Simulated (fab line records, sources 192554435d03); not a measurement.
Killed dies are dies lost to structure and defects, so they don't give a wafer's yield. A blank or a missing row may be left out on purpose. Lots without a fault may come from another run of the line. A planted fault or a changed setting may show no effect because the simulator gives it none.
Split-lot experiment | flow n5_finfet | 7 lots, 39 wafers read, on a route of 1938 steps

THE SPLIT
At N5_FIN_SAQP_SPACER2_ALD_28 (deposits SiO2, target thk 8.1 nm, pulse time 1 s, purge time 2 s), the setting temp_c was moved away from the recipe's 300 C on 18 of the 39 wafers read, by -4.8% to +1.9%. The other wafers ran this setting at the recipe's value.

FROM THE SPLIT TO THE READING: what the file shows between them, 3 steps
- N5_FIN_SAQP_SPACER2_ETCHBACK_29: etches SiO2 in CHF3/O2, target depth 12.2 nm, time 6.1 s
- N5_FIN_SAQP_MANDREL2_REMOVE_60: chemistry HBr/Cl2/O2, target a-Si, stops on SiNx, bt time 10 s
- N5_FIN_SAQP_HM_OPEN_33: chemistry CH3F/O2, target SiNx, target depth 49.4 nm, time 70.6 s

THE READING
FIN_SAQP.cd_nm (the simulator's own value, which no gauge read), in nm, at N5_FIN_SAQP_ETCH_34 (etches SiO2 in C4F6/O2, target depth 45 nm, time 15 s). The file gives no usual value for it. The 21 wafers here that ran the recipe average 8.1 nm, standard deviation 0.12 nm.

wafer  | tool, chamber at the split | temp_c as run, C | against the recipe | FIN_SAQP.cd_nm, nm | against lot-mates on the recipe
L074.1 | ald_sin-01, 3,0            | 286.7            | -4.4%              | 8.6                | +0.4
L074.3 | ald_sin-01, 3,0            | 286.7            | -4.4%              | 8.6                | +0.4
L074.2 | ald_sin-01, 2,0,3          | 300              | recipe             | 8.2                | -
L074.5 | ald_sin-01, 2,0,3          | 300              | recipe             | 8.2                | -
L074.6 | ald_sin-01, 2,0,3          | 300              | recipe             | 8.2                | -
L074.4 | ald_sin-01, 1              | 286.7            | -4.4%              | 8.4                | +0.2
L077.1 | ald_sin-03, 0,1,0          | 305.8            | +1.9%              | 8                  | -0.1
L077.4 | ald_sin-03, 0,1,0          | 305.8            | +1.9%              | 8                  | -0.1
L077.6 | ald_sin-03, 0,1,0          | 305.8            | +1.9%              | 8                  | -0.1
L077.2 | ald_sin-03, 3,2            | 300              | recipe             | 8.2                | -
L077.3 | ald_sin-03, 3,2            | 300              | recipe             | 8.2                | -
L077.5 | ald_sin-03, 3              | 300              | recipe             | 8                  | -
L079.1 | ald_sin-02, 0,3,3          | 300              | recipe             | 8.4                | -
L079.2 | ald_sin-02, 1,2,2          | 293.6            | -2.1%              | 8.4                | +0.1
L079.3 | ald_sin-02, 1,2,2          | 293.6            | -2.1%              | 8.4                | +0.1
L079.6 | ald_sin-02, 1,2,2          | 293.6            | -2.1%              | 8.4                | +0.1
L079.4 | ald_sin-02, 0,3,3          | 300              | recipe             | 8.2                | -
L079.5 | ald_sin-02, 0,3,3          | 300              | recipe             | 8.2                | -
L080.1 | ald_sin-03, 3,2,0          | 285.7            | -4.8%              | 8.8                | +0.7
L080.2 | ald_sin-03, 3,2,0          | 285.7            | -4.8%              | 8.6                | +0.5
L080.3 | ald_sin-03, 0,1,3          | 300              | recipe             | 8                  | -
L080.4 | ald_sin-03, 0,1,3          | 300              | recipe             | 8                  | -
L080.5 | ald_sin-03, 3,2,0          | 285.7            | -4.8%              | 8.4                | +0.3
L080.6 | ald_sin-03, 0,1,3          | 300              | recipe             | 8.2                | -
L083.4 | ald_sin-03, 2,3            | 300              | recipe             | 8                  | -
L083.5 | ald_sin-03, 2,3            | 300              | recipe             | 8                  | -
L083.6 | ald_sin-03, 2              | 300              | recipe             | 8                  | -
L092.1 | ald_sin-02, 0,2,3          | 305.1            | +1.7%              | 8                  | +0.0
L092.3 | ald_sin-02, 0,2,3          | 305.1            | +1.7%              | 8                  | +0.0
L092.4 | ald_sin-02, 0,2,3          | 305.1            | +1.7%              | 8                  | +0.0
L092.2 | ald_sin-02, 1,3            | 300              | recipe             | 8                  | -
L092.5 | ald_sin-02, 1,3            | 300              | recipe             | 8                  | -
L092.6 | ald_sin-02, 0              | 300              | recipe             | 8                  | -
L095.1 | ald_sin-01, 0,2,3          | 300              | recipe             | 8                  | -
L095.3 | ald_sin-01, 0,2,3          | 300              | recipe             | 8                  | -
L095.2 | ald_sin-01, 1,3,2          | 289.7            | -3.4%              | 8.4                | +0.3
L095.4 | ald_sin-01, 1,3,2          | 289.7            | -3.4%              | 8.4                | +0.3
L095.6 | ald_sin-01, 1,3,2          | 289.7            | -3.4%              | 8.4                | +0.3
L095.5 | ald_sin-01, 0,2,3          | 300              | recipe             | 8.2                | -
Where a row lists several chambers, the file gives one row for several wafers and doesn't say which wafer went through which chamber.

THE FIT
A straight line over all 39 wafers: FIN_SAQP.cd_nm changes by -0.0926 nm for each +1% of temp_c; r = -0.87; the points scatter about the line by 0.11 nm.
The same after taking each lot's own level away (the mean of its wafers on the recipe; 39 wafers): -0.0838 nm for each +1%; r = -0.88; scatter 0.095 nm.
On that fit, the largest move of temp_c shifts the reading by 0.4 nm.
The lots' own levels span 8.00 to 8.27 nm, that is 2.3 times the standard deviation above.
So the lot-to-lot level changes the slope: the two fits differ.
Check: with one of the wafers moved furthest among these (-4.8%) left out of the fit, the line predicts +0.379 nm for it against its lot-mates. It came out at +0.733 nm against them.

OTHER SPLITS ON THESE WAFERS
These wafers also went through other splits before the reading. Each is held against what the fit with the lots' levels taken away leaves over:
other split on the same wafers        | wafers away from the commonest value | r with FIN_SAQP.cd_nm (lot level and that fit taken away)
N5_FIN_SAQP_ALD_61 ald_cycles         | 12                                   | +0.24
N5_FIN_SAQP_SPACER1_ALD_24 ald_cycles | 12                                   | -0.32

THE WHOLE CHAIN: every reading that the file lists as answering this split, in the file's order
step                       | what it does                                                      | reading                                                                                 | change (the file's fit)                | r (the file's)
N5_FIN_SAQP_SPACER2_ALD_28 | deposits SiO2, target thk 8.1 nm, pulse time 1 s, purge time 2 s  | SiO2_of_FIN_SAQP_SPACER2_ALD_28.thk_nm (the simulator's own value, which no gauge read) | -0.0878 nm for each +1% of the setting | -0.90
N5_FIN_SAQP_HM_OPEN_33     | chemistry CH3F/O2, target SiNx, target depth 49.4 nm, time 70.6 s | FIN_SAQP.cd_nm (the simulator's own value, which no gauge read)                         | -0.0815 nm for each +1% of the setting | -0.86
N5_FIN_SAQP_ETCH_34        | etches SiO2 in C4F6/O2, target depth 45 nm, time 15 s             | FIN_SAQP.cd_nm (the simulator's own value, which no gauge read)                         | -0.0873 nm for each +1% of the setting | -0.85

THE FILE'S OWN FIT
FIN_SAQP.cd_nm changes by -0.0873 nm for each +1% of temp_c, r = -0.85.
